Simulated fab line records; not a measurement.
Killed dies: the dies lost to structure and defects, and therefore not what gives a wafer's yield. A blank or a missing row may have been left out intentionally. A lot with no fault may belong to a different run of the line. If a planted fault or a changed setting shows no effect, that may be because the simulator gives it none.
Chamber matching | flow n5 finfet | 3 sister chambers for N5_BEOL_M8_PECVD_70 on pecvd-01
The step deposits SiO2 from TEOS/O2, target thk 20 nm, time 22.7 s. 22 wafers are shown with their chamber, then 11 later ones without.

WAFERS WITH THEIR CHAMBER
wafer  | chamber | throttle valve pct (%) | heater power w (W) | showerhead plenum p Torr (Torr)
L075.1 | 2       | 20.6                   | 747                | 8.78
L075.3 | 1       | 23.6                   | 854                | 8.79
L075.5 | 2       | 20.4                   | 759                | 8.79
L076.3 | 0       | 21.9                   | 730                | 8.82
L076.5 | 0       | 21.9                   | 713                | 8.86
L076.6 | 2       | 20.7                   | 746                | 8.78
L078.3 | 0       | 22.0                   | 665                | 8.84
L078.5 | 1       | 23.5                   | 845                | 8.81
L078.6 | 2       | 20.5                   | 723                | 8.79
L079.2 | 0       | 22.0                   | 683                | 8.81
L079.3 | 2       | 20.6                   | 743                | 8.77
L079.6 | 0       | 22.2                   | 713                | 8.83
L081.1 | 1       | 23.6                   | 803                | 8.77
L081.3 | 2       | 20.7                   | 736                | 8.77
L081.6 | 0       | 21.8                   | 698                | 8.83
L083.3 | 2       | 20.6                   | 669                | 8.77
L083.4 | 2       | 20.5                   | 690                | 8.77
L083.6 | 1       | 23.6                   | 859                | 8.80
L087.1 | 2       | 21.0                   | 747                | 8.80
L087.4 | 1       | 23.9                   | 904                | 8.77
L087.5 | 0       | 21.9                   | 727                | 8.82
L089.3 | 0       | 21.8                   | 691                | 8.82

SIGNATURES, as means of the wafers listed above
reading                  | chamber 0 | chamber 1 | chamber 2 | scatter within a chamber
throttle valve pct       | 21.938    | 23.640    | 20.622    | 0.153
heater power w           | 702.50    | 853.00    | 728.89    | 29
showerhead plenum p Torr | 8.8287    | 8.7880    | 8.7800    | 0.0145
Rule: for a wafer and a chamber, the distance is found by dividing, reading by reading, the gap between the wafer's reading and the chamber's mean by the reading's scatter, squaring, summing and taking the root. The wafer belongs to the nearest chamber; if the next one is less than 2 further off, it can't be placed. The scatter is the square root of a quotient: the sum, over the shown wafers, of each reading's squared deviation from its chamber's mean, divided by wafers minus chambers.

WAFERS WITHOUT THEIR CHAMBER
wafer  | throttle valve pct (%) | heater power w (W) | showerhead plenum p Torr (Torr)
L089.4 | 22.0                   | 678                | 8.83
L089.6 | 21.2                   | 758                | 8.78
L093.2 | 22.2                   | 680                | 8.81
L093.4 | 21.7                   | 696                | 8.84
L093.5 | 20.7                   | 680                | 8.80
L096.2 | 21.2                   | 749                | 8.78
L096.4 | 23.7                   | 873                | 8.77
L096.6 | 21.1                   | 739                | 8.81
L097.2 | 21.9                   | 681                | 8.83
L097.3 | 21.2                   | 621                | 8.80
L097.5 | 21.8                   | 710                | 8.85

THE CHAMBER EACH PASSED THROUGH
wafer  | from the rows above     | in truth
L089.4 | 0                       | 0
L089.6 | 2                       | 2
L093.2 | 0                       | 0
L093.4 | 0                       | 0
L093.5 | 2                       | 2
L096.2 | 2                       | 2
L096.4 | 1                       | 1
L096.6 | can't be placed: 2 or 0 | 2
L097.2 | 0                       | 0
L097.3 | can't be placed: 2 or 0 | 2
L097.5 | 0                       | 0
Placed correctly: 9 of 11. Cannot be placed on the basis of these rows: 2; the candidates contain the true chamber in 2. Placed wrongly: 0.
